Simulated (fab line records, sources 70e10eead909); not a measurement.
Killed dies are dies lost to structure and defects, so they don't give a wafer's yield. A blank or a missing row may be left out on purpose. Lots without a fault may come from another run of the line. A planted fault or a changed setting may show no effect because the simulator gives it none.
fab line records | flow nand_harc | part 2 of 2: steps 37 to 52 of 52
record lots=5 wafers=15 last_day=25
route steps=1159 shown P_ZERO_WELL@31 P_STI@69
lots that met no fault: from a run of the same line without faults
start_h: hours from the record's first day to the start of the lot's first wafer shown | wait_h: hours since the lot's step before | " the same as in the row above | L1.1+2: a row that stands for several wafers | - no value, or no start given | * or withheld: withheld | < > ~ a bound
route shown NAME@n: a module of which the file shows steps, and the number in the route of the first | usual: mean/standard deviation of fault-free wafers | same: alike in all rows | chamber/n: place in a boat | sites: the reading at each site | _std_site: their standard deviation | _edge_site: outer sites' mean less inner sites' | radius_mm: how far each site lies from the wafer's centre | mask NAME#n: copy n | behind: the tool/chamber that last shaped the wafer | hold: why the lot was held/for how many hours/how that ended | device: the transistor (n, p or np) that didn't switch | end of line: the same wafers' tests at the end of the route | a step without rows: its recipe alone | killed: dies lost to structure and defects at the first sort, not the wafer's yield | map: a wafer's dies, x killed, . not, _ none there
set.NAME: the setting as run; set.NAME@STEP: as run at that earlier step | model.NAME: the simulator's own value behind a step, which no gauge read
lots at some steps of the route; a table a step, a row a wafer
services: from which hour (start_h, from the record's first day; less than 0 if before it) a tool's chamber was out of use, for how many hours, and why
## steps
# step NHARC_P_ZERO_WELL_RTA_42
# recipe temp_c=1100 time_s=300
# usual lamp_power_pct=34.7/2.1 wafer_temp_C_max=1104.3/2.1
# columns lot.wafer tool chamber start_h wait_h lamp_power_pct wafer_temp_C_max
L081.2 rtp_anneal-02 0 60.64 - 33.1 1102.1
L081.3 " 0 " " 33.2 1102.4
L081.5 " 0 " " 33.1 1103.8
L086.3 rtp_anneal-02 0 91.08 - 33.2 1102.5
L086.5 " 0 " " 33.1 1102.7
L086.6 " 0 " " 33.2 1102.2
L089.2 rtp_anneal-01 0 108.95 - 37.3 1107.2
L089.3 " 0 " " 37.3 1105.4
L089.6 " 0 " " 37.2 1105.8
L091.1 rtp_anneal-02 0 120.91 - 33.2 1102.2
L091.3 " 0 " " 33.2 1103.3
L091.5 " 0 " " 33.2 1103.9
L096.1 rtp_anneal-02 0 150.91 - 33.2 1102.1
L096.2 " 0 " " 33.2 1102.3
L096.6 " 0 " " 33.1 1102.0
# step NHARC_P_ZERO_WELL_INSPECT_43
# usual raw_defect_count=13/6.5
# columns lot.wafer tool chamber start_h wait_h raw_defect_count
L081.2 defect_inspect-01 - 61.21 0.5 15
L081.3 " - " " 6
L081.5 " - " " 16
L086.3 defect_inspect-02 - 91.55 0.4 11
L086.5 " - " " 16
L086.6 " - " " 22
L089.2 defect_inspect-02 - 109.51 0.5 36
L089.3 " - " " 44
L089.6 " - " " 26
L091.1 defect_inspect-02 - 121.59 0.6 10
L091.3 " - " " 13
L091.5 " - " " 12
L096.1 defect_inspect-02 - 151.60 0.6 10
L096.2 " - " " 5
L096.6 " - " " 7
# step NHARC_P_STI_ETCH_26
# recipe target_depth_a=110 chemistry=dHF material=SiO2
# columns lot.wafer tool chamber start_h wait_h
L081.3+5+2 wet_bench-01 1,2,3 61.29 0.1
L086.3+6+5 wet_bench-04 4,5,7 91.60 0.0
L089.6+2+3 wet_bench-04 5,7,1 109.56 0.0
L091.3+1+5 wet_bench-01 5,6,0 121.65 0.1
L096.1+2+6 wet_bench-01 6,0,2 151.66 0.1
# step NHARC_P_STI_PRECLEAN_27
# recipe time_s=* temp_c=50 bath_age_min=0 chemistry=SC1
# usual bath_heat_duty_pct=7.0/0.68 nh4oh_flow_mL_min=28.29/0.097
# columns lot.wafer tool chamber start_h wait_h bath_heat_duty_pct nh4oh_flow_mL_min
L081.3 wet_bench-01 1 61.35 0.0 6.6 28.23
L081.5 " 2 " " 7.3 28.22
L081.2 " 3 " " 7.2 28.40
L086.3 wet_bench-04 4 91.67 0.1 6.1 28.36
L086.6 " 5 " " 6.7 28.30
L086.5 " 7 " " 6.1 28.23
L089.6 wet_bench-04 5 109.63 0.1 7.4 28.27
L089.2 " 7 " " 5.9 28.09
L089.3 " 1 " " 7.5 28.20
L091.3 wet_bench-01 5 121.71 0.0 6.3 28.38
L091.1 " 6 " " 7.0 28.19
L091.5 " 0 " " 6.9 28.47
L096.1 wet_bench-01 6 151.72 0.0 6.8 28.18
L096.2 " 0 " " 6.9 28.33
L096.6 " 2 " " 6.6 28.46
# step NHARC_P_STI_SRD_28
# columns lot.wafer tool chamber start_h wait_h
L081.3+5+2 wet_bench-01 1,2,3 - -
L086.3+6+5 wet_bench-04 4,5,7 - -
L089.6+2+3 wet_bench-04 5,7,1 - -
L091.3+1+5 wet_bench-01 5,6,0 - -
L096.1+2+6 wet_bench-01 6,0,2 - -
# step NHARC_P_STI_OXIDE_29
# recipe target_thk_a=100 temp_c=900 ox_time_s=1362 material=SiO2
# usual spike_tc_lower_C=900.8/1.1
# columns lot.wafer tool chamber start_h wait_h spike_tc_lower_C
L081.2 furnace-04 0 68.25 - 900.4
L081.3 " 0 " " 901.9
L081.5 " 0 " " 901.7
L086.3 furnace-02 0 95.54 - 899.7
L086.5 " 0 " " 899.8
L086.6 " 0 " " 898.7
L089.2 furnace-04 0 111.62 - 900.9
L089.3 " 0 " " 900.7
L089.6 " 0 " " 900.4
L091.1 furnace-04 0 128.03 - 902.0
L091.3 " 0 " " 900.8
L091.5 " 0 " " 901.4
L096.1 furnace-04 0 157.88 - 901.3
L096.2 " 0 " " 902.8
L096.6 " 0 " " 901.3
# step NHARC_P_STI_HM_DEP_30
# recipe target_thk_a=800 temp_c=790 pressure_mtorr=300 time_s=873 material=Si3N4
# usual spike_tc_lower_C=789.2/1
# columns lot.wafer tool chamber start_h wait_h spike_tc_lower_C
L081.2 lpcvd-02 0 75.57 3.6 789.9
L081.3 " 0 " " 788.7
L081.5 " 0 " " 790.2
L086.3 lpcvd-01 0 102.87 3.6 789.9
L086.5 " 0 " " 789.5
L086.6 " 0 " " 787.7
L089.2 lpcvd-02 1 118.92 3.6 789.0
L089.3 " 1 " " 789.7
L089.6 " 1 " " 789.5
L091.1 lpcvd-01 1 135.32 3.6 788.5
L091.3 " 1 " " 788.2
L091.5 " 1 " " 789.4
L096.1 lpcvd-02 1 165.20 3.6 790.1
L096.2 " 1 " " 788.7
L096.6 " 1 " " 788.1
# step NHARC_P_STI_DEHYDRATE_01
# recipe temp_c=150 time_s=120
# columns lot.wafer tool chamber start_h wait_h
L081.2+3+5 litho_track-02 0 79.19 0.4
L086.3+5+6 litho_track-02 0 106.56 0.4
L089.2+3+6 litho_track-02 0 122.58 0.4
L091.1+3+5 litho_track-05 0 138.98 0.4
L096.1+2+6 litho_track-07 0 168.87 0.4
# step NHARC_P_STI_HMDS_02
# recipe time_s=30
# columns lot.wafer tool chamber start_h wait_h
L081.2+3+5 litho_track-02 0 - -
L086.3+5+6 litho_track-02 0 - -
L089.2+3+6 litho_track-02 0 - -
L091.1+3+5 litho_track-05 0 - -
L096.1+2+6 litho_track-07 0 - -
# step NHARC_P_STI_COAT_41
# recipe temp_c=200 time_s=65
# columns lot.wafer tool chamber start_h wait_h
L081.2+3+5 litho_track-02 0 - -
L086.3+5+6 litho_track-02 0 - -
L089.2+3+6 litho_track-02 0 - -
L091.1+3+5 litho_track-05 0 - -
L096.1+2+6 litho_track-07 0 - -
# step NHARC_P_STI_COAT_03
# recipe spin_rpm=2000 resist_thk_nm=600
# columns lot.wafer tool chamber start_h wait_h
L081.2+3+5 litho_track-02 0 - -
L086.3+5+6 litho_track-02 0 - -
L089.2+3+6 litho_track-02 0 - -
L091.1+3+5 litho_track-05 0 - -
L096.1+2+6 litho_track-07 0 - -
# step NHARC_P_STI_SOFTBAKE_04
# recipe temp_c=125 time_s=70
# columns lot.wafer tool chamber start_h wait_h
L081.2+3+5 litho_track-02 0 - -
L086.3+5+6 litho_track-02 0 - -
L089.2+3+6 litho_track-02 0 - -
L091.1+3+5 litho_track-05 0 - -
L096.1+2+6 litho_track-07 0 - -
# step NHARC_P_STI_EBR_05
# columns lot.wafer tool chamber start_h wait_h
L081.2+3+5 litho_track-02 0 - -
L086.3+5+6 litho_track-02 0 - -
L089.2+3+6 litho_track-02 0 - -
L091.1+3+5 litho_track-05 0 - -
L096.1+2+6 litho_track-07 0 - -
# step NHARC_P_STI_EXPOSE_06
# recipe na=0.55 target_cd_nm=200 dose_mj=37.69 mask_id=P_STI
# columns lot.wafer tool chamber start_h wait_h mask
L081.2+3+5 krf_scanner-04 0 79.36 - P_STI#0
L086.3+5+6 krf_scanner-03 0 106.86 - P_STI#0
L089.2+3+6 krf_scanner-02 0 123.03 - P_STI#0
L091.1+3+5 krf_scanner-04 0 139.43 - P_STI#0
L096.1+2+6 krf_scanner-02 0 169.19 - P_STI#0
# step NHARC_P_STI_PEB_07
# recipe peb_temp_c=128 peb_time_s=80
# columns lot.wafer tool chamber start_h wait_h
L081.2+3+5 litho_track-07 0 79.42 0.1
L086.3+5+6 litho_track-05 0 106.92 0.1
L089.2+3+6 litho_track-02 0 123.09 0.1
L091.1+3+5 litho_track-02 0 139.50 0.1
L096.1+2+6 litho_track-05 0 169.26 0.1
# step NHARC_P_STI_DEVELOP_08
# recipe time_s=50 dev_temp_c=22
# columns lot.wafer tool chamber start_h wait_h
L081.2+3+5 litho_track-07 0 - -
L086.3+5+6 litho_track-05 0 - -
L089.2+3+6 litho_track-02 0 - -
L091.1+3+5 litho_track-02 0 - -
L096.1+2+6 litho_track-05 0 - -
## services
# columns tool chamber start_h hours kind
wet_bench-01 - 37.71 8.0 pm
krf_scanner-02 - 38.00 4.0 pm
litho_track-03 - 38.00 7.0 pm
rie_diel-05 3 44.58 7.6 repair
implanter-02 - 46.90 2.6 repair
rie_diel-11 0 58.41 2.0 repair
litho_track-05 - 62.00 7.0 pm
krf_scanner-01 - 70.32 0.6 repair
rie_diel-10 2 72.20 15.8 repair
krf_scanner-01 - 84.00 4.0 pm
implanter-02 - 85.00 13.0 pm
krf_scanner-02 - 94.89 2.5 repair
rie_diel-11 2 94.90 7.3 repair
wet_bench-07 - 96.00 8.0 pm
rie_diel-10 3 102.31 4.6 repair
krf_scanner-02 - 105.24 1.7 repair
krf_scanner-04 - 126.00 4.0 pm
rie_diel-11 3 139.44 3.0 repair
implanter-02 - 142.13 1.5 repair
wet_bench-03 - 146.40 8.0 pm
rie_diel-05 - 151.26 0.7 repair
wet_bench-04 - 163.20 8.0 pm
rie_diel-05 - 163.60 9.0 pm
litho_track-02 - 165.00 7.0 pm
